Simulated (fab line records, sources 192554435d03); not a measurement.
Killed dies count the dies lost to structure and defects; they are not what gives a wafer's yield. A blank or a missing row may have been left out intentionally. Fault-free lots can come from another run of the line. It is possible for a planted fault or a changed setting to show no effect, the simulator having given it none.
fab line records | flow n5_finfet | part 1 of 2: steps 1 to 4 of 6
record: lots: 24 | wafers: 72 | last_day: 18
route steps=1938 shown HKMG_FIN@432 GATE_CUT@488
lots that met no fault: taken from a fault-free run of the same line
start_h: start of the lot's first displayed wafer, in hours after the record's first day | wait_h: time in hours since the lot's previous step | " as in the row above | L1.1+2: a single row standing in for several wafers | - no value, or no start was given | * or withheld: withheld | < > ~ a bound
route shown NAME@n: NAME is a module with steps in the file, n the number in the route of the first one | usual: mean/standard deviation taken from wafers without a fault | same: alike in all rows | chamber/n: place in a boat | sites: per-site readings | _std_site: their standard deviation | _edge_site: the outer-site mean with the inner-site mean subtracted | radius_mm: for every site, how far away it sits from the centre of the wafer | mask NAME#n: copy n | behind: the last tool/chamber to shape the wafer | hold: what put the lot on hold/how long, in hours/how the hold closed | device: transistor that didn't switch, given as n, p or np | end of line: the tests these same wafers got at the end of their route | for a step that has no rows: nothing shown but its recipe | killed: the dies lost at the first sort to structure and to defects; this is not the yield of the wafer | map: shows each die of a wafer: x if killed, . if not, _ if none is there
set.NAME: setting as actually run; set.NAME@STEP: the setting as run at that earlier step | model.NAME: the simulator's own value behind a step, which no gauge read
the route's steps for a sample of lots (tables are steps, rows are wafers)
services: a tool's chamber out of use, with start hour (start_h, from the record's first day; less than 0 if before it), hours out, and reason
== steps ==
step: N5_HKMG_FIN_INSPECT_14
recipe: mode: adi | inspect_instrument: macro
usual: raw_defect_count: 2.0/1.3
lot.wafer | tool              | chamber | start_h | wait_h | raw_defect_count
L074.2    | defect_inspect-01 | -       | 76.13   | 0.0    | 0
L074.3    | "                 | -       | "       | "      | 2
L074.6    | "                 | -       | "       | "      | 1
L075.1    | defect_inspect-01 | -       | 79.15   | 0.0    | 5
L075.3    | "                 | -       | "       | "      | 3
L075.5    | "                 | -       | "       | "      | 3
L076.2    | defect_inspect-02 | -       | 86.37   | 0.0    | 1
L076.3    | "                 | -       | "       | "      | 2
L076.5    | "                 | -       | "       | "      | 1
L077.3    | defect_inspect-02 | -       | 91.45   | 0.0    | 1
L077.5    | "                 | -       | "       | "      | 0
L077.6    | "                 | -       | "       | "      | 4
L078.2    | defect_inspect-01 | -       | 99.72   | 0.0    | 3
L078.4    | "                 | -       | "       | "      | 2
L078.6    | "                 | -       | "       | "      | 3
L079.2    | defect_inspect-01 | -       | 106.29  | 0.0    | 3
L079.3    | "                 | -       | "       | "      | 1
L079.6    | "                 | -       | "       | "      | 2
L080.1    | defect_inspect-01 | -       | 111.59  | 0.0    | 2
L080.3    | "                 | -       | "       | "      | 1
L080.5    | "                 | -       | "       | "      | 1
L081.1    | defect_inspect-02 | -       | 118.92  | 0.0    | 3
L081.3    | "                 | -       | "       | "      | 1
L081.6    | "                 | -       | "       | "      | 3
L082.2    | defect_inspect-02 | -       | 125.79  | 0.0    | 3
L082.3    | "                 | -       | "       | "      | 0
L082.5    | "                 | -       | "       | "      | 4
L083.3    | defect_inspect-02 | -       | 131.74  | 0.0    | 2
L083.4    | "                 | -       | "       | "      | 3
L083.5    | "                 | -       | "       | "      | 3
L084.1    | defect_inspect-01 | -       | 140.65  | 0.0    | 2
L084.2    | "                 | -       | "       | "      | 2
L084.4    | "                 | -       | "       | "      | 1
L085.2    | defect_inspect-02 | -       | 142.57  | 0.0    | 0
L085.3    | "                 | -       | "       | "      | 3
L085.5    | "                 | -       | "       | "      | 2
L086.1    | defect_inspect-01 | -       | 154.19  | 0.0    | 2
L086.4    | "                 | -       | "       | "      | 5
L086.6    | "                 | -       | "       | "      | 1
L087.1    | defect_inspect-02 | -       | 157.51  | 0.0    | 2
L087.4    | "                 | -       | "       | "      | 4
L087.5    | "                 | -       | "       | "      | 2
L088.2    | defect_inspect-02 | -       | 160.92  | 0.0    | 2
L088.5    | "                 | -       | "       | "      | 2
L088.6    | "                 | -       | "       | "      | 0
L089.4    | defect_inspect-02 | -       | 170.59  | 0.0    | 2
L089.5    | "                 | -       | "       | "      | 1
L089.6    | "                 | -       | "       | "      | 1
L090.1    | defect_inspect-02 | -       | 173.79  | 0.0    | 1
L090.2    | "                 | -       | "       | "      | 2
L090.6    | "                 | -       | "       | "      | 3
L091.1    | defect_inspect-02 | -       | 181.19  | 0.0    | 1
L091.3    | "                 | -       | "       | "      | 1
L091.5    | "                 | -       | "       | "      | 2
L092.1    | defect_inspect-01 | -       | 189.81  | 0.0    | 3
L092.2    | "                 | -       | "       | "      | 3
L092.6    | "                 | -       | "       | "      | 1
L093.1    | defect_inspect-01 | -       | 191.34  | 0.0    | 1
L093.4    | "                 | -       | "       | "      | 3
L093.5    | "                 | -       | "       | "      | 5
L094.1    | defect_inspect-02 | -       | 201.28  | 0.0    | 2
L094.5    | "                 | -       | "       | "      | 2
L094.6    | "                 | -       | "       | "      | 3
L095.1    | defect_inspect-01 | -       | 205.66  | 0.0    | 3
L095.2    | "                 | -       | "       | "      | 1
L095.4    | "                 | -       | "       | "      | 3
L096.2    | defect_inspect-01 | -       | 214.64  | 0.0    | 2
L096.3    | "                 | -       | "       | "      | 3
L096.5    | "                 | -       | "       | "      | 4
L097.1    | defect_inspect-01 | -       | 223.45  | 0.0    | 2
L097.3    | "                 | -       | "       | "      | 1
L097.5    | "                 | -       | "       | "      | 4
step: N5_HKMG_FIN_ETCH_35
recipe: chemistry: N2/H2 | target: SOC | target_depth_a: 2158 | ion_energy_ev: 65 | bias_w: 5 | source_w: 3000 | time_s: 243.4 | pressure_mtorr: 30 | n2_flow_sccm: 200 | h2_flow_sccm: 200
usual: drypump_motor_current_A: 5.9/0.4 | oes_product_au: 0.75/0.074 | rf_vpp_V: 141.6/0.94 | showerhead_plenum_p_Torr: 2.53/0.088 | throttle_valve_pct: 17.84/0.19
lot.wafer | tool        | chamber | start_h | wait_h | drypump_motor_current_A | oes_product_au | rf_hours_counter_h | rf_vpp_V | showerhead_plenum_p_Torr | throttle_valve_pct
L074.2    | rie_diel-05 | 0       | 76.57   | 0.0    | 5.8                     | 0.73           | 184                | 141.7    | 2.63                     | 17.67
L074.3    | "           | 3       | "       | "      | 6.5                     | 0.74           | 166                | 143.1    | 2.66                     | 18.18
L074.6    | "           | 3       | "       | "      | 6.5                     | 0.75           | -                  | 143.3    | 2.66                     | 18.18
L075.1    | rie_diel-03 | 3       | 79.65   | 0.0    | 5.9                     | 0.74           | 165                | 140.8    | 2.55                     | 17.66
L075.3    | "           | 1       | "       | "      | 6.3                     | 0.80           | 87                 | 142.4    | 2.56                     | 17.68
L075.5    | "           | 3       | "       | "      | 5.9                     | 0.74           | -                  | 140.8    | 2.55                     | 17.64
L076.2    | rie_diel-05 | 1       | 86.70   | 0.0    | 5.1                     | 0.73           | 190                | 140.8    | 2.63                     | 17.98
L076.3    | "           | 3       | "       | "      | 6.5                     | 0.75           | 170                | 142.3    | 2.65                     | 18.20
L076.5    | "           | 3       | "       | "      | 6.5                     | 0.74           | -                  | 142.9    | 2.65                     | 18.20
L077.3    | rie_diel-02 | 3       | 91.91   | 0.0    | 6.0                     | 0.91           | 18                 | 140.6    | 2.48                     | 17.71
L077.5    | "           | 0       | "       | "      | 6.4                     | 0.77           | -                  | 140.3    | 2.35                     | 17.89
L077.6    | "           | 3       | "       | "      | 6.0                     | 0.91           | -                  | 141.5    | 2.48                     | 17.72
L078.2    | rie_diel-03 | 1       | 100.06  | 0.0    | 6.4                     | 0.79           | 93                 | 141.2    | 2.55                     | 17.69
L078.4    | "           | 3       | "       | "      | 5.9                     | 0.75           | 169                | 142.1    | 2.55                     | 17.66
L078.6    | "           | 0       | "       | "      | 6.3                     | 0.68           | -                  | 141.8    | 2.52                     | 17.93
L079.2    | rie_diel-02 | 3       | 106.62  | 0.0    | 5.9                     | 0.90           | 22                 | 141.6    | 2.47                     | 17.72
L079.3    | "           | 0       | "       | "      | 6.3                     | 0.77           | 127                | 141.2    | 2.35                     | 17.92
L079.6    | "           | 2       | "       | "      | 5.8                     | 0.69           | -                  | 141.0    | 2.50                     | 18.05
L080.1    | rie_diel-03 | 0       | 111.92  | 0.0    | 6.3                     | 0.68           | 216                | 140.2    | 2.51                     | 17.94
L080.3    | "           | 2       | "       | "      | 5.5                     | 0.70           | 218                | 141.3    | 2.50                     | 17.82
L080.5    | "           | 3       | "       | "      | 5.9                     | 0.74           | -                  | 141.4    | 2.55                     | 17.67
L081.1    | rie_diel-05 | 1       | 119.25  | 0.0    | 5.2                     | 0.72           | 202                | 142.2    | 2.62                     | 18.00
L081.3    | "           | 0       | "       | "      | 5.8                     | 0.72           | 200                | 141.8    | 2.62                     | 17.70
L081.6    | "           | 0       | "       | "      | 5.7                     | 0.72           | -                  | 142.9    | 2.62                     | 17.71
L082.2    | rie_diel-02 | 3       | 126.13  | 0.0    | 6.0                     | 0.88           | 28                 | 141.4    | 2.47                     | 17.75
L082.3    | "           | 1       | "       | "      | 5.4                     | 0.74           | 164                | 142.0    | 2.66                     | 17.81
L082.5    | "           | 2       | "       | "      | 5.8                     | 0.69           | -                  | 141.6    | 2.49                     | 18.08
L083.3    | rie_diel-03 | 0       | 132.55  | 0.0    | 6.3                     | 0.68           | 221                | 142.5    | 2.51                     | 17.96
L083.4    | "           | 3       | "       | "      | 5.9                     | 0.74           | 179                | 140.9    | 2.55                     | 17.66
L083.5    | "           | 3       | "       | "      | 6.0                     | 0.74           | -                  | 140.9    | 2.55                     | 17.67
L084.1    | rie_diel-03 | 2       | 140.99  | 0.0    | 5.5                     | 0.68           | 228                | 141.2    | 2.49                     | 17.84
L084.2    | "           | 0       | "       | "      | 6.3                     | 0.68           | 224                | 142.9    | 2.51                     | 17.97
L084.4    | "           | 1       | "       | "      | 6.4                     | 0.78           | 106                | 142.0    | 2.55                     | 17.71
L085.2    | rie_diel-05 | 2       | 142.90  | 0.0    | 5.5                     | 0.96           | 5                  | 141.5    | 2.49                     | 17.40
L085.3    | "           | 0       | "       | "      | 5.8                     | 0.71           | 209                | 143.1    | 2.62                     | 17.72
L085.5    | "           | 0       | "       | "      | 5.8                     | 0.72           | -                  | 142.5    | 2.62                     | 17.73
L086.1    | rie_diel-02 | 2       | 154.58  | 0.0    | 5.8                     | 0.69           | 238                | 141.5    | 2.49                     | 18.08
L086.4    | "           | 3       | "       | "      | 6.0                     | 0.87           | 38                 | 140.2    | 2.47                     | 17.75
L086.6    | "           | 1       | "       | "      | 5.4                     | 0.73           | -                  | 141.2    | 2.65                     | 17.83
L087.1    | rie_diel-05 | 1       | 158.04  | 0.0    | 5.1                     | 0.72           | 215                | 140.9    | 2.62                     | 18.02
L087.4    | "           | 2       | "       | "      | 5.5                     | 0.93           | 11                 | 141.1    | 2.49                     | 17.39
L087.5    | "           | 0       | "       | "      | 5.8                     | 0.72           | -                  | 141.6    | 2.61                     | 17.75
L088.2    | rie_diel-02 | 1       | 161.41  | 0.0    | 5.4                     | 0.73           | 177                | 142.8    | 2.65                     | 17.83
L088.5    | "           | 3       | "       | "      | 6.0                     | 0.86           | -                  | 140.8    | 2.47                     | 17.77
L088.6    | "           | 2       | "       | "      | 5.8                     | 0.69           | -                  | 141.8    | 2.49                     | 18.08
L089.4    | rie_diel-02 | 1       | 171.18  | 0.0    | 5.4                     | 0.73           | 180                | 141.4    | 2.65                     | 17.84
L089.5    | "           | 3       | "       | "      | 5.9                     | 0.86           | -                  | 140.7    | 2.46                     | 17.79
L089.6    | "           | 0       | "       | "      | 6.4                     | 0.77           | -                  | 140.2    | 2.34                     | 17.93
L090.1    | rie_diel-03 | 1       | 174.13  | 0.0    | 6.3                     | 0.78           | 119                | 140.9    | 2.54                     | 17.74
L090.2    | "           | 2       | "       | "      | 5.5                     | 0.69           | 240                | 141.0    | 2.49                     | 17.87
L090.6    | "           | 3       | "       | "      | 5.9                     | 0.73           | -                  | 141.2    | 2.54                     | 17.69
L091.1    | rie_diel-02 | 2       | 181.54  | 0.0    | 5.8                     | 0.68           | 248                | 142.4    | 2.49                     | 18.10
L091.3    | "           | 1       | "       | "      | 5.4                     | 0.72           | 183                | 143.8    | 2.65                     | 17.83
L091.5    | "           | 2       | "       | "      | 5.8                     | 0.68           | -                  | 141.4    | 2.49                     | 18.10
L092.1    | rie_diel-05 | 3       | 190.15  | 0.0    | 6.5                     | 0.71           | 208                | 143.4    | 2.64                     | 18.26
L092.2    | "           | 0       | "       | "      | 5.7                     | 0.71           | 225                | 143.3    | 2.61                     | 17.74
L092.6    | "           | 0       | "       | "      | 5.8                     | 0.70           | -                  | 140.8    | 2.61                     | 17.74
L093.1    | rie_diel-02 | 3       | 191.67  | 0.0    | 6.0                     | 0.85           | 51                 | 141.9    | 2.46                     | 17.79
L093.4    | "           | 0       | "       | "      | 6.4                     | 0.75           | -                  | 141.0    | 2.34                     | 17.93
L093.5    | "           | 3       | "       | "      | 6.0                     | 0.85           | -                  | 141.0    | 2.46                     | 17.78
L094.1    | rie_diel-02 | 3       | 201.89  | 0.0    | 6.0                     | 0.84           | 56                 | 142.0    | 2.46                     | 17.78
L094.5    | "           | 3       | "       | "      | 6.0                     | 0.85           | -                  | 141.9    | 2.46                     | 17.79
L094.6    | "           | 0       | "       | "      | 6.4                     | 0.75           | -                  | 138.5    | 2.34                     | 17.94
L095.1    | rie_diel-03 | 3       | 206.00  | 0.0    | 5.9                     | 0.72           | 205                | 142.5    | 2.54                     | 17.72
L095.2    | "           | 0       | "       | "      | 6.3                     | 0.67           | 248                | 141.1    | 2.50                     | 18.00
L095.4    | "           | 0       | "       | "      | 6.3                     | 0.66           | -                  | 141.8    | 2.50                     | 17.98
L096.2    | rie_diel-05 | 1       | 214.97  | 0.0    | 5.1                     | 0.70           | 228                | 140.5    | 2.61                     | 18.05
L096.3    | "           | 0       | "       | "      | 5.8                     | 0.70           | 233                | 141.8    | 2.61                     | 17.77
L096.5    | "           | 1       | "       | "      | 5.1                     | 0.70           | -                  | 141.6    | 2.61                     | 18.04
L097.1    | rie_diel-03 | 3       | 223.79  | 0.0    | 5.9                     | 0.72           | 212                | 142.5    | 2.53                     | 17.74
L097.3    | "           | 2       | "       | "      | 5.5                     | 1.04           | 0                  | 139.7    | 2.48                     | 17.41
L097.5    | "           | 2       | "       | "      | 5.5                     | 1.03           | -                  | 140.3    | 2.48                     | 17.40
step: N5_GATE_CUT_OVL_MEAS_14
recipe: points_per_wafer: 522
usual: GATE_CUT_OVL: -0.4/0.58
lot.wafer | tool       | chamber | start_h | wait_h | GATE_CUT_OVL[nm]
L074.2    | overlay-02 | 0       | 84.95   | 0.0    | 0.5
L074.3    | "          | 0       | "       | "      | -0.1
L074.6    | "          | 0       | "       | "      | 0.0
L075.1    | overlay-02 | 0       | 87.47   | 0.0    | 0.7
L075.3    | "          | 0       | "       | "      | -0.4
L075.5    | "          | 0       | "       | "      | -0.5
L076.2    | overlay-02 | 0       | 94.42   | 0.0    | 0.3
L076.3    | "          | 0       | "       | "      | -0.1
L076.5    | "          | 0       | "       | "      | -0.1
L077.3    | overlay-01 | 0       | 100.00  | 0.0    | -1.2
L077.5    | "          | 0       | "       | "      | -0.3
L077.6    | "          | 0       | "       | "      | -0.5
L078.2    | overlay-02 | 0       | 108.80  | 0.0    | -0.7
L078.4    | "          | 0       | "       | "      | -0.8
L078.6    | "          | 0       | "       | "      | 0.1
L079.2    | overlay-02 | 0       | 115.29  | 0.0    | 0.3
L079.3    | "          | 0       | "       | "      | -0.3
L079.6    | "          | 0       | "       | "      | -0.5
L080.1    | overlay-02 | 0       | 119.79  | 0.0    | 0.6
L080.3    | "          | 0       | "       | "      | 0.6
L080.5    | "          | 0       | "       | "      | 0.7
L081.1    | overlay-01 | 0       | 126.99  | 0.0    | -1.0
L081.3    | "          | 0       | "       | "      | -0.1
L081.6    | "          | 0       | "       | "      | -1.2
L082.2    | overlay-02 | 0       | 133.82  | 0.0    | -0.1
L082.3    | "          | 0       | "       | "      | -1.1
L082.5    | "          | 0       | "       | "      | -0.2
L083.3    | overlay-02 | 0       | 140.56  | 0.0    | -0.7
L083.4    | "          | 0       | "       | "      | -0.4
L083.5    | "          | 0       | "       | "      | -0.1
L084.1    | overlay-01 | 0       | 149.06  | 0.0    | 0.5
L084.2    | "          | 0       | "       | "      | -0.4
L084.4    | "          | 0       | "       | "      | 0.4
L085.2    | overlay-01 | 0       | 150.89  | 0.0    | -0.8
L085.3    | "          | 0       | "       | "      | -0.9
L085.5    | "          | 0       | "       | "      | -1.0
L086.1    | overlay-01 | 0       | 162.93  | 0.0    | -0.4
L086.4    | "          | 0       | "       | "      | -0.5
L086.6    | "          | 0       | "       | "      | -0.4
L087.1    | overlay-02 | 0       | 166.22  | 0.0    | -0.2
L087.4    | "          | 0       | "       | "      | 0.4
L087.5    | "          | 0       | "       | "      | 0.4
L088.2    | overlay-01 | 0       | 169.86  | 0.0    | 0.4
L088.5    | "          | 0       | "       | "      | -1.1
L088.6    | "          | 0       | "       | "      | -0.3
L089.4    | overlay-01 | 0       | 179.15  | 0.0    | -0.5
L089.5    | "          | 0       | "       | "      | -0.5
L089.6    | "          | 0       | "       | "      | -0.5
L090.1    | overlay-01 | 0       | 182.93  | 0.0    | -0.2
L090.2    | "          | 0       | "       | "      | -0.4
L090.6    | "          | 0       | "       | "      | -0.7
L091.1    | overlay-02 | 0       | 189.40  | 0.0    | -1.0
L091.3    | "          | 0       | "       | "      | -0.8
L091.5    | "          | 0       | "       | "      | -0.3
L092.1    | overlay-02 | 0       | 199.76  | 0.0    | -0.5
L092.2    | "          | 0       | "       | "      | 0.1
L092.6    | "          | 0       | "       | "      | -1.0
L093.1    | overlay-02 | 0       | 199.81  | 0.0    | -1.0
L093.4    | "          | 0       | "       | "      | -1.2
L093.5    | "          | 0       | "       | "      | -1.2
L094.1    | overlay-01 | 0       | 209.65  | 0.0    | 0.6
L094.5    | "          | 0       | "       | "      | -0.9
L094.6    | "          | 0       | "       | "      | 0.4
L095.1    | overlay-02 | 0       | 213.86  | 0.0    | -0.6
L095.2    | "          | 0       | "       | "      | -1.0
L095.4    | "          | 0       | "       | "      | -0.4
L096.2    | overlay-01 | 0       | 223.08  | 0.0    | 0.2
L096.3    | "          | 0       | "       | "      | -0.5
L096.5    | "          | 0       | "       | "      | -0.6
L097.1    | overlay-02 | 0       | 231.94  | 0.0    | -1.8
L097.3    | "          | 0       | "       | "      | -1.3
L097.5    | "          | 0       | "       | "      | -1.7
step: N5_GATE_CUT_DESCUM_18
recipe: chemistry: O2 | time_s: 7 | source_power_w: 50 | bias_power_w: 20 | pressure_mtorr: 20 | rf_frequency_hz: 2.712e+07 | temp_c: 40 | resist: CAR-EUV | o2_flow_sccm: 225
usual: drypump_motor_current_A: 5.7/0.51 | oes_product_au: 0.76/0.064 | rf_vpp_V: 243.2/1.6 | showerhead_plenum_p_Torr: 2.10/0.087 | throttle_valve_pct: 20.50/0.21
lot.wafer | tool        | chamber | start_h | wait_h | drypump_motor_current_A | oes_product_au | rf_hours_counter_h | rf_vpp_V | showerhead_plenum_p_Torr | throttle_valve_pct
L074.2    | rie_diel-06 | 0       | 85.04   | 0.0    | 5.6                     | 0.75           | 161                | 244.7    | 2.18                     | 20.59
L074.3    | "           | 2       | "       | "      | 4.8                     | 0.68           | 237                | 242.2    | 1.96                     | 20.48
L074.6    | "           | 3       | "       | "      | 6.2                     | 0.75           | -                  | 242.8    | 2.09                     | 20.67
L075.1    | rie_diel-04 | 3       | 87.56   | 0.0    | 6.0                     | 0.71           | 197                | 245.0    | 2.15                     | 20.37
L075.3    | "           | 1       | "       | "      | 5.4                     | 0.72           | 192                | 243.7    | 2.16                     | 20.77
L075.5    | "           | 2       | "       | "      | 5.9                     | 0.91           | -                  | 244.6    | 2.15                     | 20.34
L076.2    | rie_diel-01 | 0       | 94.51   | 0.0    | 6.2                     | 0.72           | 180                | 241.8    | 1.99                     | 20.75
L076.3    | "           | 2       | "       | "      | 5.1                     | 0.78           | 123                | 243.7    | 2.18                     | 20.41
L076.5    | "           | 1       | "       | "      | 6.4                     | 0.77           | -                  | 243.0    | 2.11                     | 20.63
L077.3    | rie_diel-01 | 1       | 100.08  | 0.0    | 6.4                     | 0.78           | 145                | 241.4    | 2.11                     | 20.64
L077.5    | "           | 1       | "       | "      | 6.4                     | 0.77           | -                  | 244.5    | 2.11                     | 20.64
L077.6    | "           | 0       | "       | "      | 6.3                     | 0.72           | -                  | 239.6    | 1.99                     | 20.75
L078.2    | rie_diel-01 | 3       | 108.88  | 0.0    | 5.9                     | 0.71           | 217                | 244.6    | 2.07                     | 20.40
L078.4    | "           | 3       | "       | "      | 5.9                     | 0.71           | -                  | 243.9    | 2.07                     | 20.40
L078.6    | "           | 1       | "       | "      | 6.4                     | 0.77           | -                  | 242.0    | 2.11                     | 20.65
L079.2    | rie_diel-01 | 3       | 115.48  | 0.1    | 5.9                     | 0.70           | 219                | 243.2    | 2.07                     | 20.42
L079.3    | "           | 2       | "       | "      | 5.1                     | 0.78           | 130                | 245.0    | 2.18                     | 20.43
L079.6    | "           | 3       | "       | "      | 5.9                     | 0.70           | -                  | 242.4    | 2.07                     | 20.41
L080.1    | rie_diel-01 | 2       | 119.88  | 0.0    | 5.1                     | 0.78           | 130                | 244.7    | 2.18                     | 20.41
L080.3    | "           | 1       | "       | "      | 6.4                     | 0.76           | 150                | 242.6    | 2.10                     | 20.64
L080.5    | "           | 1       | "       | "      | 6.4                     | 0.76           | -                  | 243.8    | 2.10                     | 20.64
L081.1    | rie_diel-01 | 2       | 127.08  | 0.0    | 5.1                     | 0.77           | 132                | 245.3    | 2.18                     | 20.42
L081.3    | "           | 0       | "       | "      | 6.2                     | 0.71           | 186                | 240.8    | 1.99                     | 20.75
L081.6    | "           | 0       | "       | "      | 6.2                     | 0.71           | -                  | 242.0    | 1.99                     | 20.78
L082.2    | rie_diel-01 | 3       | 133.91  | 0.0    | 5.9                     | 0.69           | 223                | 243.2    | 2.07                     | 20.40
L082.3    | "           | 0       | "       | "      | 6.2                     | 0.71           | 187                | 241.2    | 1.99                     | 20.77
L082.5    | "           | 1       | "       | "      | 6.4                     | 0.76           | -                  | 241.4    | 2.10                     | 20.67
L083.3    | rie_diel-06 | 3       | 140.64  | 0.0    | 6.1                     | 0.73           | 215                | 242.6    | 2.09                     | 20.69
L083.4    | "           | 3       | "       | "      | 6.2                     | 0.73           | -                  | 242.6    | 2.09                     | 20.68
L083.5    | "           | 0       | "       | "      | 5.6                     | 0.76           | -                  | 244.5    | 2.17                     | 20.61
L084.1    | rie_diel-06 | 2       | 151.11  | 2.0    | 4.8                     | 0.98           | 1                  | 245.2    | 2.22                     | 20.16
L084.2    | "           | 3       | "       | "      | 6.2                     | 0.72           | 220                | 242.5    | 2.08                     | 20.70
L084.4    | "           | 1       | "       | "      | 5.5                     | 0.78           | 117                | 241.8    | 1.92                     | 20.11
L085.2    | rie_diel-06 | 0       | 153.62  | 2.7    | 5.6                     | 0.74           | 183                | 242.3    | 2.17                     | 20.62
L085.3    | "           | 2       | "       | "      | 4.8                     | 0.97           | 3                  | 247.3    | 2.22                     | 20.16
L085.5    | "           | 3       | "       | "      | 6.2                     | 0.72           | -                  | 243.0    | 2.08                     | 20.71
L086.1    | rie_diel-04 | 0       | 163.03  | 0.0    | 5.3                     | 0.75           | 164                | 245.4    | 2.19                     | 20.57
L086.4    | "           | 1       | "       | "      | 5.4                     | 0.70           | 217                | 244.3    | 2.15                     | 20.81
L086.6    | "           | 2       | "       | "      | 5.9                     | 0.86           | -                  | 242.2    | 2.14                     | 20.38
L087.1    | rie_diel-06 | 1       | 166.73  | 0.5    | 5.6                     | 0.79           | 124                | 240.3    | 1.91                     | 20.12
L087.4    | "           | 3       | "       | "      | 6.2                     | 0.71           | 228                | 243.8    | 2.08                     | 20.71
L087.5    | "           | 2       | "       | "      | 4.8                     | 0.94           | -                  | 245.3    | 2.22                     | 20.18
L088.2    | rie_diel-06 | 1       | 171.11  | 1.2    | 5.6                     | 0.78           | 126                | 240.7    | 1.91                     | 20.12
L088.5    | "           | 2       | "       | "      | 4.8                     | 0.94           | -                  | 245.7    | 2.22                     | 20.17
L088.6    | "           | 1       | "       | "      | 5.6                     | 0.79           | -                  | 240.4    | 1.91                     | 20.12
L089.4    | rie_diel-01 | 3       | 179.22  | 0.0    | 5.9                     | 0.70           | 228                | 243.8    | 2.07                     | 20.42
L089.5    | "           | 1       | "       | "      | 6.4                     | 0.76           | -                  | 243.2    | 2.10                     | 20.67
L089.6    | "           | 2       | "       | "      | 5.1                     | 0.78           | -                  | 244.4    | 2.17                     | 20.44
L090.1    | rie_diel-01 | 0       | 183.06  | 0.1    | 6.2                     | 0.70           | 193                | 240.5    | 1.99                     | 20.77
L090.2    | "           | 2       | "       | "      | 5.1                     | 0.77           | 140                | 244.6    | 2.17                     | 20.41
L090.6    | "           | 3       | "       | "      | 5.9                     | 0.68           | -                  | 242.4    | 2.07                     | 20.40
L091.1    | rie_diel-06 | 0       | 189.80  | 0.3    | 5.6                     | 0.74           | 195                | 244.2    | 2.16                     | 20.64
L091.3    | "           | 3       | "       | "      | 6.2                     | 0.71           | 235                | 242.6    | 2.08                     | 20.72
L091.5    | "           | 2       | "       | "      | 4.8                     | 0.91           | -                  | 244.6    | 2.22                     | 20.20
L092.1    | rie_diel-01 | 1       | 199.86  | 0.0    | 6.4                     | 0.76           | 165                | 241.7    | 2.10                     | 20.68
L092.2    | "           | 0       | "       | "      | 6.2                     | 0.71           | 197                | 241.9    | 1.99                     | 20.78
L092.6    | "           | 2       | "       | "      | 5.1                     | 0.77           | -                  | 245.9    | 2.17                     | 20.44
L093.1    | rie_diel-01 | 2       | 200.23  | 0.4    | 5.1                     | 0.77           | 144                | 243.9    | 2.17                     | 20.43
L093.4    | "           | 1       | "       | "      | 6.4                     | 0.76           | 165                | 244.6    | 2.10                     | 20.67
L093.5    | "           | 3       | "       | "      | 5.9                     | 0.69           | -                  | 243.1    | 2.07                     | 20.41
L094.1    | rie_diel-01 | 3       | 209.74  | 0.0    | 5.9                     | 0.69           | 236                | 243.4    | 2.07                     | 20.42
L094.5    | "           | 2       | "       | "      | 5.1                     | 0.76           | -                  | 243.6    | 2.17                     | 20.44
L094.6    | "           | 3       | "       | "      | 5.9                     | 0.69           | -                  | 240.8    | 2.07                     | 20.43
L095.1    | rie_diel-06 | 1       | 214.05  | 0.1    | 5.5                     | 0.77           | 137                | 240.2    | 1.91                     | 20.14
L095.2    | "           | 0       | "       | "      | 5.6                     | 0.72           | 203                | 245.8    | 2.16                     | 20.65
L095.4    | "           | 3       | "       | "      | 6.2                     | 0.71           | 241                | 243.2    | 2.08                     | 20.74
L096.2    | rie_diel-04 | 0       | 223.17  | 0.0    | 5.4                     | 0.75           | 184                | 244.0    | 2.18                     | 20.60
L096.3    | "           | 2       | "       | "      | 5.9                     | 0.83           | 69                 | 243.2    | 2.14                     | 20.42
L096.5    | "           | 3       | "       | "      | 6.0                     | 0.69           | -                  | 244.5    | 2.14                     | 20.46
L097.1    | rie_diel-06 | 3       | 232.03  | 0.0    | 6.2                     | 0.70           | 247                | 242.0    | 2.07                     | 20.73
L097.3    | "           | 2       | "       | "      | 4.8                     | 0.88           | 28                 | 246.5    | 2.21                     | 20.18
L097.5    | "           | 1       | "       | "      | 5.6                     | 0.76           | -                  | 240.8    | 1.91                     | 20.14
